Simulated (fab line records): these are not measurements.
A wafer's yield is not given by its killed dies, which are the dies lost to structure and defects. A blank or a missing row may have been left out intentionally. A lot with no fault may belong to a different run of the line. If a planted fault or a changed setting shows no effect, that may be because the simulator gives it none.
Problem report in the 8D (eight disciplines) form, filled by code | flow n5 finfet | the parts of the form that need people (team, actions taken, sign-off) are left out

1. PROBLEM STATEMENT
Wafers without a fault read 1500.2 rpm, standard deviation 1; spin speed rpm at N5_FIN_SAQP_COAT_10 reads a mean of 1170.9 rpm on 6 wafers belonging to 2 lots. So: -99 or more standard deviations from the usual mean.
The step: resist thk 90 nm.
First seen on wafer L250.2, day 7 09:25, on litho track-03. Wafers with a number at this step in the record: 18, from 6 lots. Rule for "out" (also "out of limits"): further than 4 standard deviations from the usual mean. The rest of the wafers with a number are treated as sound.

2. WHAT IT IS, AND WHAT IT ISN'T
question                    | is                     | is not
which readings at this step | spin speed rpm         | -
which lots                  | L250, L251             | L229, L232, L236, L241
which wafers of those lots  | all that have a number | -
read on which tools         | litho track-03         | litho track-01, litho track-05
when                        | from day 7 09:25       | up to then (12 sound wafers)

3. SUSPECTS, AND WHAT RULES EACH OUT
Counting: a tool at any process step up to the reading remains a suspect when it ran all the lots that are out and ran no sound lot after the first of those.
- rtp anneal-01 at N5_FIN_SAQP_DENSIFY_62 (time 60 s): kept. All lots that are out passed through it, beginning with L250 at day 7 08:49, and no sound lot followed; its final sound lot before that point was L241 at day 5 03:38.
- pecvd-04 at N5_FIN_SAQP_HM_DEP_72 (deposits SiO2 from SiH4/N2O, target thk 12 nm, time 7.2 s): kept. All lots that are out passed through it, beginning with L250 at day 7 09:20, and no sound lot followed; its final sound lot before that point was L241 at day 5 04:13.
- litho track-03 at N5_FIN_SAQP_COAT_10 (resist thk 90 nm): kept. All lots that are out passed through it, beginning with L250 at day 7 09:25, and no sound lot followed; its final sound lot before that point was L229 at day 2 02:44. Out on those wafers are its own readings of spin speed rpm.
rtp anneal-01 at N5_FIN_SAQP_DENSIFY_62, pecvd-04 at N5_FIN_SAQP_HM_DEP_72 and litho track-03 at N5_FIN_SAQP_COAT_10 are what is left after counting.

4. THE CAUSE (what the simulator had put in)
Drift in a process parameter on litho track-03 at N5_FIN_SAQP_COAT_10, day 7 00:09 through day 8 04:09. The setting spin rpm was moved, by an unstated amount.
Counting left 3 suspects, and this tool is among them.

5. THE EFFECT CHAIN, in route order
Each row: a reading where the mean over the struck wafers with a number is more than 3 standard deviations away from the usual. Only readings whose record carries a usual standard deviation are examined. hours: median over the lots of the time between each lot's start at the first step of this table that gives one and its start at this step. sigmas: the change, counted in usual standard deviations.
hours | step                | reading        | usual      | on struck wafers | change | sigmas
0     | N5_FIN_SAQP_COAT_10 | spin speed rpm | 1500.2 rpm | 1170.9           | -329.3 | -99 or more
Process steps it contains:
- N5_FIN_SAQP_COAT_10: resist thk 90 nm.
Later steps that measure or inspect, where all struck wafers having a row at the step show a number for every such reading and not one has moved that far: N5_FIN_SAQP_CD_MEAS_16, N5_FIN_SAQP_OVL_MEAS_17, N5_FIN_SAQP_INSPECT_18, N5_BEOL_M4_RC_MEAS_101.

6. WHAT WOULD HAVE CAUGHT IT SOONER
The fault began at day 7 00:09; the first out-of-limits reading in this record came at day 7 09:25, 9 hours later.
